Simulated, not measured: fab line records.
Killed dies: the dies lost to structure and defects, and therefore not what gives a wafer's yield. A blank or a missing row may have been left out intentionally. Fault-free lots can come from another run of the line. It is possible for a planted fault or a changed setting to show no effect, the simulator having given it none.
Which tool is to blame? ; flow n5_finfet ; route of 1938 steps, sampled at 1 step: 12 lots, 36 wafers

WHAT EACH GAUGE READ, for each wafer
N5_MOL_CONTACT_COAG_CD_MEAS_101: target cd 16 nm.
lot;measured;on;cd_nm (nm)
L075;day 5 11:46;cd_sem-03;16.4 16.7 15.8
L078;day 6 06:22;cd_sem-02;16.3 16.1 16.2
L079;day 6 14:28;cd_sem-02;15.2 15.3 15.9
L081;day 6 22:13;cd_sem-01;16.0 15.8 15.8
L083;day 7 13:34;cd_sem-02;15.5 14.8 16.0
L085;day 8 00:58;cd_sem-02;16.1 16.1 16.3
L087;day 8 10:59;cd_sem-01;15.4 15.4 16.0
L089;day 8 20:12;cd_sem-01;14.9 15.7 16.2
L091;day 9 10:31;cd_sem-02;15.9 15.8 15.6
L093;day 9 21:04;cd_sem-01;15.8 16.5 15.9
L095;day 10 12:25;cd_sem-03;15.8 15.7 15.3
L097;day 11 01:18;cd_sem-01;16.0 16.4 15.9

EACH LOT AND THE TOOL THAT RAN IT (in order: tool; ch and the chambers of the sampled wafers; start)
The record shows no process step preceding these readings.

THE ANSWER, worked out from the rows above alone
Rule: the usual values come from the lots themselves. Put in order of their means at a reading, lots are off if they are a third of the lots or fewer, leave a main group of 4 or more, and stand apart from it by a gap of 3 or more times the standard deviation of the main group's means; of several such gaps the widest counts. If all means in a main group match to the digits the tables above print for the reading, that group is not used. Also off: a lot with no number at a reading for which 4 or more lots have one. The other lots that the step has rows for count as sound.
None of the lots is off at any reading shown; this tells nothing.

WHAT THE SIMULATOR HAD INSERTED
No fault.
